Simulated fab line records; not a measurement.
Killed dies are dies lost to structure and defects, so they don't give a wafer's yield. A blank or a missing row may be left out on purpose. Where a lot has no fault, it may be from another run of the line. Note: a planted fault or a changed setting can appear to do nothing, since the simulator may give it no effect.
fab line records	flow nandHarc
record: lots: 12	wafers: 36	lastDay: 23
route steps=1159 shown A_STAIRCASE@562 END@1159
lots that met no fault: taken from a fault-free run of the same line
startH: hours from the record's opening day to when the first of the lot's shown wafers began	waitH: how many hours have passed since the lot's step before this one	" same as the row above	L1.1+2: one row covering several wafers at once	- value missing, or start not given	* or withheld: withheld	< > ~ a bound
route shown NAME@n: NAME is a module with steps in the file, n the number in the route of the first one	usual: mean and standard deviation over wafers with no fault	same: alike in all rows	chamber/n: place in a boat	sites: each site's reading	_std_site: standard deviation across them	_edge_site: outer sites' mean less inner sites'	radiusMm: how far each site lies from the wafer's centre	mask NAME#n: copy n	behind: the tool/chamber that last shaped the wafer	hold: why the lot was held/for how many hours/how that ended	device: the n, p or np transistor that did not switch	end of line: the tests these same wafers got at the end of their route	a step with no rows: only its recipe	killed: dies lost to structure and defects at the first sort, not the wafer's yield	map: per-die view of a wafer (x killed, . not killed, _ where there is no die)
set.NAME: the setting as run; set.NAME@STEP: as run at that earlier step	model.NAME: the simulator's own value behind a step, which no gauge read
one table for each step of the route and one row for each wafer, over a sample of lots
services: a tool's chamber out of use, with start hour (startH, from the record's first day; less than 0 if before it), hours out, and reason
== steps ==
step: NHARC_A_STAIRCASE_ETCH_25
recipe: targetDepthA: 1000	timeS: 40.5	ionEnergyEv: 400	c4f8FlowSccm: 20	o2FlowSccm: 10	arFlowSccm: withheld	rfW: 600	biasW: 1000	chemistry: C4F8/O2
usual: oesProductAu: 0.947/0.01	rfVppV: 894/4.6	runLengthS: 61.7/0.46
lot.wafer	tool	chamber	startH	waitH	oesProductAu	rfHoursCounterH	rfVppV	runLengthS
L922.4	rieDiel-02	3	-	-	0.950	27	896	62.0
L922.3	"	1	"	"	0.961	27	898	61.4
L922.5	"	3	"	"	0.936	-	897	62.2
L925.1	rieDiel-01	2	-	-	0.946	42	891	61.5
L925.2	"	3	"	"	0.944	38	898	61.6
L925.6	"	1	"	"	0.954	-	888	61.9
L924.2	rieDiel-01	2	-	-	0.939	43	892	61.7
L924.6	"	3	"	"	0.931	-	899	61.5
L924.4	"	1	"	"	0.948	-	888	62.0
L927.1	rieDiel-01	3	-	-	0.931	42	897	61.8
L927.2	"	0	"	"	0.952	38	889	61.8
L927.5	"	2	"	"	0.951	-	893	61.5
L929.4	rieDiel-01	2	-	-	0.948	50	892	61.2
L929.6	"	1	"	"	0.946	-	887	61.5
L929.5	"	2	"	"	0.945	-	893	61.7
L931.3	rieDiel-01	0	-	-	0.960	51	888	62.0
L931.2	"	1	"	"	0.942	51	887	62.1
L931.5	"	1	"	"	0.943	-	885	61.4
L936.2	rieDiel-02	2	-	-	0.957	59	888	63.0
L936.4	"	3	"	"	0.944	55	895	62.4
L936.5	"	1	"	"	0.956	-	897	60.9
L935.4	rieDiel-04	2	-	-	0.965	8	896	63.0
L935.2	"	0	"	"	0.924	6	895	61.7
L935.5	"	3	"	"	0.932	-	891	61.3
L937.1	rieDiel-02	2	-	-	0.960	64	887	62.3
L937.4	"	3	"	"	0.954	59	897	62.2
L937.3	"	1	"	"	0.956	59	896	61.6
L938.1	rieDiel-01	1	-	-	0.934	3	905	61.4
L938.3	"	0	"	"	0.922	3	887	61.8
L938.6	"	1	"	"	0.935	-	905	61.6
L939.3	rieDiel-04	3	-	-	0.935	15	891	61.3
L939.4	"	0	"	"	0.938	16	895	61.9
L939.2	"	2	"	"	0.948	16	894	62.6
L941.3	rieDiel-04	3	-	-	0.938	20	890	61.4
L941.1	"	1	"	"	0.941	20	897	61.5
L941.6	"	0	"	"	0.940	-	895	61.8
step: NHARC_A_STAIRCASE_ETCH_190
recipe: targetDepthA: 1000	timeS: 40.5	ionEnergyEv: 400	c4f8FlowSccm: 20	o2FlowSccm: 10	arFlowSccm: withheld	rfW: 600	biasW: 1000	chemistry: C4F8/O2
usual: oesProductAu: 0.943/0.012	rfVppV: 894/4	runLengthS: 61.8/0.54
lot.wafer	tool	chamber	startH	waitH	oesProductAu	rfHoursCounterH	rfVppV	runLengthS
L922.4	rieDiel-04	2	241.16	-	0.966	44	894	62.6
L922.3	"	0	"	"	0.920	41	896	61.5
L922.5	"	2	"	"	0.955	-	895	62.7
L925.1	rieDiel-04	0	250.92	-	0.929	44	896	62.0
L925.2	"	3	"	"	0.924	42	892	61.3
L925.6	"	1	"	"	0.950	-	897	61.2
L924.4	rieDiel-04	1	253.17	-	0.953	49	896	61.4
L924.2	"	3	"	"	0.946	43	890	61.3
L924.6	"	1	"	"	0.946	-	897	61.2
L927.2	rieDiel-04	3	262.67	-	0.937	46	892	61.0
L927.1	"	1	"	"	0.928	53	895	61.3
L927.5	"	3	"	"	0.952	-	891	61.3
L929.4	rieDiel-02	2	269.85	-	0.951	43	886	62.6
L929.5	"	3	"	"	0.943	-	895	61.8
L929.6	"	0	"	"	0.959	-	893	61.5
L931.3	rieDiel-01	2	287.49	-	0.959	60	893	61.7
L931.2	"	0	"	"	0.955	52	888	61.5
L931.5	"	2	"	"	0.950	-	891	61.6
L936.4	rieDiel-04	3	319.71	-	0.940	5	890	72.2
L936.2	"	1	"	"	0.954	7	895	72.5
L936.5	"	3	"	"	0.938	-	891	61.2
L935.4	rieDiel-04	1	320.36	-	0.950	7	896	72.5
L935.2	"	3	"	"	0.935	5	890	72.2
L935.5	"	1	"	"	0.942	-	894	61.3
L937.4	rieDiel-01	2	328.16	-	0.953	1	893	61.5
L937.3	"	0	"	"	0.959	1	888	62.1
L937.1	"	1	"	"	0.950	1	905	61.4
L938.3	rieDiel-01	3	334.04	-	0.941	5	898	61.6
L938.1	"	1	"	"	0.960	4	907	61.3
L938.6	"	3	"	"	0.940	-	899	61.3
L939.3	rieDiel-02	2	338.27	-	0.958	0	905	63.0
L939.2	"	0	"	"	0.965	0	894	61.9
L939.4	"	1	"	"	0.970	0	898	61.3
L941.3	rieDiel-02	1	350.24	-	0.960	6	898	61.1
L941.1	"	2	"	"	0.966	5	905	62.6
L941.6	"	0	"	"	0.962	-	893	62.1
step: NHARC_A_STAIRCASE_ETCH_194
recipe: targetDepthA: 1000	timeS: 40.5	ionEnergyEv: 400	c4f8FlowSccm: 20	o2FlowSccm: 10	arFlowSccm: withheld	rfW: 600	biasW: 1000	chemistry: C4F8/O2
usual: oesProductAu: 0.945/0.011	rfVppV: 894/4	runLengthS: 61.7/0.55
lot.wafer	tool	chamber	startH	waitH	oesProductAu	rfHoursCounterH	rfVppV	runLengthS
L922.4	rieDiel-04	2	-	-	0.948	45	895	62.8
L922.3	"	3	"	"	0.942	39	891	61.8
L922.5	"	2	"	"	0.956	-	895	62.6
L925.2	rieDiel-04	0	-	-	0.953	44	895	62.0
L925.1	"	2	"	"	0.950	49	895	62.6
L925.6	"	0	"	"	0.950	-	894	61.5
L924.2	rieDiel-04	2	-	-	0.957	50	895	63.0
L924.4	"	3	"	"	0.943	43	890	61.5
L924.6	"	1	"	"	0.943	-	896	61.2
L927.2	rieDiel-04	2	-	-	0.948	53	895	63.0
L927.1	"	0	"	"	0.928	48	896	61.6
L927.5	"	1	"	"	0.925	-	896	61.4
L929.4	rieDiel-02	3	-	-	0.937	41	898	61.9
L929.6	"	0	"	"	0.937	-	894	61.6
L929.5	"	1	"	"	0.944	-	897	61.5
L931.2	rieDiel-01	1	-	-	0.964	53	885	61.4
L931.3	"	2	"	"	0.945	60	892	61.5
L931.5	"	3	"	"	0.933	-	899	61.3
L936.2	rieDiel-04	1	-	-	0.944	7	895	61.3
L936.4	"	3	"	"	0.923	5	890	61.4
L936.5	"	0	"	"	0.930	-	896	61.5
L935.4	rieDiel-04	0	-	-	0.926	7	896	61.5
L935.2	"	1	"	"	0.949	8	896	61.2
L935.5	"	3	"	"	0.939	-	889	61.1
L937.3	rieDiel-01	3	-	-	0.933	2	898	61.6
L937.4	"	0	"	"	0.934	1	887	62.0
L937.1	"	1	"	"	0.925	1	906	61.3
L938.3	rieDiel-01	2	-	-	0.944	6	892	61.3
L938.1	"	0	"	"	0.932	4	888	61.9
L938.6	"	3	"	"	0.939	-	897	61.9
L939.4	rieDiel-02	3	-	-	0.943	1	896	61.8
L939.3	"	0	"	"	0.956	0	893	61.6
L939.2	"	2	"	"	0.947	0	906	62.5
L941.1	rieDiel-02	2	-	-	0.957	5	905	62.3
L941.3	"	3	"	"	0.946	6	896	62.1
L941.6	"	0	"	"	0.955	-	895	61.6
step: NHARC_A_STAIRCASE_TRIM_196
recipe: timeS: 211.2	o2FlowSccm: 500	arFlowSccm: 0	biasW: 0	chemistry: O2
usual: drypumpMotorCurrentA: 5.5/0.41	oesProductAu: 1.004/0.0084	rfVppV: 57.7/0.91	showerheadPlenumPTorr: 3.47/0.12	throttleValvePct: 17.037/0.0086
lot.wafer	tool	chamber	startH	waitH	drypumpMotorCurrentA	oesProductAu	rfHoursCounterH	rfVppV	showerheadPlenumPTorr	throttleValvePct
L922.3	rieDiel-02	2	241.82	0.1	5.2	1.023	30	57.4	3.29	17.040
L922.4	"	1	"	"	5.5	1.013	28	58.8	3.59	17.035
L922.5	"	3	"	"	5.4	1.000	-	58.1	3.54	17.052
L925.2	rieDiel-01	1	251.59	0.1	4.8	1.000	35	57.0	3.30	17.025
L925.1	"	2	"	"	6.2	1.007	43	56.7	3.43	17.036
L925.6	"	3	"	"	5.4	1.002	-	56.7	3.58	17.041
L924.4	rieDiel-01	3	253.85	0.1	5.3	1.003	40	57.8	3.58	17.034
L924.2	"	0	"	"	5.9	1.019	35	57.2	3.31	17.022
L924.6	"	0	"	"	5.9	1.016	-	57.6	3.31	17.042
L927.2	rieDiel-04	1	263.47	0.1	5.0	1.005	53	58.0	3.54	17.039
L927.1	"	3	"	"	5.3	1.009	46	59.4	3.38	17.037
L927.5	"	2	"	"	5.8	1.018	-	57.9	3.49	17.034
L929.4	rieDiel-04	3	270.47	0.1	5.3	1.001	51	56.6	3.38	17.046
L929.6	"	3	"	"	5.3	1.003	-	57.0	3.38	17.030
L929.5	"	0	"	"	5.6	0.995	-	58.1	3.52	17.032
L931.3	rieDiel-01	1	288.18	0.1	4.8	1.008	53	56.7	3.29	17.036
L931.2	"	2	"	"	6.3	0.999	60	58.3	3.43	17.035
L931.5	"	0	"	"	5.9	1.022	-	56.1	3.31	17.027
L936.2	rieDiel-04	0	320.52	0.2	5.6	0.995	7	57.9	3.52	17.048
L936.4	"	1	"	"	5.0	1.021	7	58.4	3.53	17.048
L936.5	"	1	"	"	4.9	1.018	-	56.7	3.53	17.043
L935.4	rieDiel-04	0	321.41	0.1	5.6	0.996	7	57.7	3.52	17.039
L935.2	"	1	"	"	5.0	1.004	8	57.7	3.53	17.042
L935.5	"	2	"	"	5.9	1.002	-	57.6	3.48	17.037
L937.4	rieDiel-04	3	328.86	0.1	5.3	0.996	9	58.3	3.37	17.038
L937.3	"	1	"	"	4.9	1.006	11	59.4	3.52	17.040
L937.1	"	2	"	"	5.9	1.005	12	59.0	3.48	17.039
L938.3	rieDiel-01	3	334.77	0.1	5.3	0.991	5	57.4	3.56	17.036
L938.1	"	1	"	"	4.8	1.009	5	57.5	3.81	17.031
L938.6	"	3	"	"	5.4	0.998	-	58.4	3.56	17.029
L939.4	rieDiel-04	1	338.91	0.1	4.9	1.007	17	58.3	3.52	17.039
L939.3	"	3	"	"	5.2	0.994	17	58.3	3.37	17.047
L939.2	"	0	"	"	5.6	1.008	19	58.0	3.51	17.028
L941.3	rieDiel-02	1	350.90	0.1	5.5	1.024	6	56.5	3.57	17.020
L941.1	"	2	"	"	5.3	1.003	5	57.7	3.81	17.035
L941.6	"	0	"	"	6.0	1.016	-	58.5	3.47	17.029
step: NHARC_END_SORT_01
recipe: tempC: 25
usual: killedAtArray: 27/11	killedAtOther: 0.7/1.1	killedAtPeriphery: 3.4/2.1	killedDies: 31/12	killedOpen: 3.6/2	killedShort: 2.0/1.3
same: grossDies: 677
lot.wafer	tool	chamber	startH	waitH	killedAtArray	killedAtOther	killedAtPeriphery	killedDies	killedOpen	killedShort
L936.2	prober-02	0	506.88	2.8	577	3	3	583	2	3
L936.4	prober-02	0	508.44	3.3	606	0	1	607	5	1
L936.5	prober-02	0	509.23	3.6	25	2	1	28	3	1
L935.2	prober-01	0	507.00	2.8	633	0	4	637	6	4
L935.4	prober-01	0	508.59	3.4	593	0	7	600	2	4
L935.5	prober-01	0	509.38	3.7	36	0	5	41	6	0
L937.3	prober-01	0	534.22	3.1	23	1	4	28	5	1
killed by level:class
L936.2 A_STAIRCASE:areaEtch=565 A_SLIT:chamberFilmFlake=3 A_CONTACT:chamberFilmFlake=3 THIN_TSV:chamberFilmFlake=3 A_CHANNEL_HOLE_D1:chamberFilmFlake=2 A_STAIRCASE:chamberFilmFlake=2 P_STI:geometricParticle:open=1 P_GATE:geometricParticle:open=1
L935.2 A_STAIRCASE:areaEtch=597 A_CHANNEL_HOLE_D1:chamberFilmFlake=20 A_CONTACT:chamberFilmFlake=5 A_CONTACT:geometricParticle:open=2 A_CONTACT:geometricParticle:short=2 P_M1:chamberFilmFlake=2 P_M0:geometricParticle:open=1 A_SOURCE_PLATE:geometricParticle:short=1
L936.4 A_STAIRCASE:areaEtch=572 A_SLIT:chamberFilmFlake=16 A_CHANNEL_HOLE_D1:chamberFilmFlake=3 A_WL_FILL:chamberFilmFlake=3 A_CONTACT:chamberFilmFlake=3 A_CONTACT:geometricParticle:open=2 A_M0:chamberFilmFlake=2 P_CONTACT:geometricParticle:open=1
L935.4 A_STAIRCASE:areaEtch=555 A_CHANNEL_HOLE_D1:chamberFilmFlake=23 A_CONTACT:chamberFilmFlake=7 P_M1:chamberFilmFlake=4 A_WL_FILL:geometricParticle:short=3 A_WL_FILL:chamberFilmFlake=3 P_M1:geometricParticle:open=1 A_CHANNEL_FILL_D1:geometricParticle:short=1
L936.5 A_SLIT:chamberFilmFlake=11 A_CHANNEL_HOLE_D1:chamberFilmFlake=4 A_CONTACT:geometricParticle:open=2 THIN_TSV:chamberFilmFlake=2 A_WL_FILL:chamberFilmFlake=2 A_WL_FILL:geometricParticle:open=1 A_CONTACT:geometricParticle:short=1 P_M1:chamberFilmFlake=1
L935.5 A_CHANNEL_HOLE_D1:chamberFilmFlake=26 A_CONTACT:chamberFilmFlake=4 A_WL_FILL:geometricParticle:open=2 A_BLC:geometricParticle:open=2 P_GATE:chamberFilmFlake=2 P_M1:chamberFilmFlake=2 P_CONTACT:geometricParticle:open=1 A_CHANNEL_FILL_D1:geometricParticle:open=1
L937.3 A_SLIT:chamberFilmFlake=8 A_CHANNEL_HOLE_D1:chamberFilmFlake=5 P_STI:chamberFilmFlake=3 A_CONTACT:chamberFilmFlake=3 A_STAIRCASE:chamberFilmFlake=2 A_ONON_D1:geometricParticle:open=1 A_STAIRCASE:geometricParticle:open=1 A_SLIT:geometricParticle:open=1
== services ==
tool	chamber	startH	hours	kind
rieDiel-04	0	219.15	-	clean
rieDiel-04	1	219.15	-	clean
rieDiel-04	2	219.15	-	clean
rieDiel-04	3	219.15	-	clean
rieDiel-01	3	223.43	9.2	repair
rieDiel-02	3	229.59	5.3	repair
rieDiel-01	0	236.14	16.6	repair
rieDiel-04	0	243.65	-	clean
rieDiel-04	1	243.65	-	clean
rieDiel-04	2	243.65	-	clean
rieDiel-04	3	243.65	-	clean
rieDiel-04	0	268.18	-	clean
rieDiel-04	1	268.18	-	clean
rieDiel-04	2	268.18	-	clean
rieDiel-04	3	268.18	-	clean
rieDiel-04	-	288.94	9.0	pm
rieDiel-04	0	288.94	9.0	ventCycle
rieDiel-04	1	288.94	9.0	ventCycle
rieDiel-04	2	288.94	9.0	ventCycle
rieDiel-04	3	288.94	9.0	ventCycle
rieDiel-04	0	297.94	-	clean
rieDiel-04	3	308.63	6.8	repair
rieDiel-01	-	315.80	9.0	pm
rieDiel-02	-	328.71	9.0	pm
== key ==
firstSign: step: NHARC_A_STAIRCASE_ETCH_190	reading: runLengthS	direction: up	sigmas: 20	usual: *	struck: *
effect: step: NHARC_END_SORT_01	reading: killedAtArray	direction: up	sigmas: 51	usual: 27	struck: 602
moreKillsBornAt: NHARC_A_STAIRCASE_ETCH_190@rieDiel-04: 2289
metAt NHARC_A_STAIRCASE_ETCH_190
struckLots L935,L936
struckWafers L935.2,L935.4,L936.2,L936.4
laterRowsLeftOut L935.2,L935.4,L936.2,L936.4
testerLeftOut L935,L936
notActingAt NHARC_A_STAIRCASE_ETCH_25,NHARC_A_STAIRCASE_ETCH_194,NHARC_A_STAIRCASE_TRIM_196
onsetBetween 262.67 319.71
fault: kind: processParameterDrift	tool: rieDiel-04	chamber: -	onsetH: 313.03	steps: NHARC_A_STAIRCASE_ETCH_190	channel: timeS	offset: *	shape: step	endH: 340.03	scope: struckWafersOnly	actsIn: *	stated: *
testerLeftOut: of these lots the tester's yield and bins aren't shown, on N5 and GAA mostly nor the transistor test; their killed dies are dies lost to structure and defects alone, not to doping, threshold or leakage, so they don't give the yield
laterRowsLeftOut: the simulator's readings of these wafers behind a module that went badly wrong aren't trusted and aren't shown, but for the sort
